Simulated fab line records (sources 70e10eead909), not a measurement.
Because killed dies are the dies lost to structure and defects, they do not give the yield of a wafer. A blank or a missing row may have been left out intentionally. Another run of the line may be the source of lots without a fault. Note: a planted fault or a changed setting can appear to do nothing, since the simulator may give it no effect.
The tool behind it: which one? ; flow nand harc ; 18 wafers sampled from 6 lots at 1 step of a route of 1302

WHAT THE GAUGES READ, wafer by wafer
NHARC_A_SLIT_OVL_MEAS_10.
lot;measured;on;overlay x nm (nm)
L798;day 20 07:28;overlay-01;-0.7 -0.9 -0.3
L802;day 22 02:43;overlay-02;0.6 0.3 1.0
L804;day 23 16:55;overlay-02;-0.2 -0.1 -0.2
L813;day 26 05:30;overlay-01;0.6 -0.1 0.2
L812;day 26 09:19;overlay-02;-0.1 0.2 -0.2
L815;day 27 15:19;overlay-02;-0.4 -0.5 -0.7

WHICH TOOL RAN EACH LOT (tool, then ch and the chambers of the sampled wafers, then the start)
The record holds no process step before these readings.

THE ANSWER, worked out from the rows above alone
Rule: the usual values come from the lots themselves. Put in order of their means at a reading, lots are off if they are a third of the lots or fewer, leave a main group of 4 or more, and stand apart from it by a gap of 3 or more times the standard deviation of the main group's means; of several such gaps the widest counts. Not used: any main group whose means are identical at the precision the tables above print for the reading. Also off: a lot with no number at a reading for which 4 or more lots have one. All remaining lots with rows at the step are treated as sound.
No lot is off on any of the readings shown, so nothing can be concluded from this.

WHAT THE SIMULATOR HAD PUT IN
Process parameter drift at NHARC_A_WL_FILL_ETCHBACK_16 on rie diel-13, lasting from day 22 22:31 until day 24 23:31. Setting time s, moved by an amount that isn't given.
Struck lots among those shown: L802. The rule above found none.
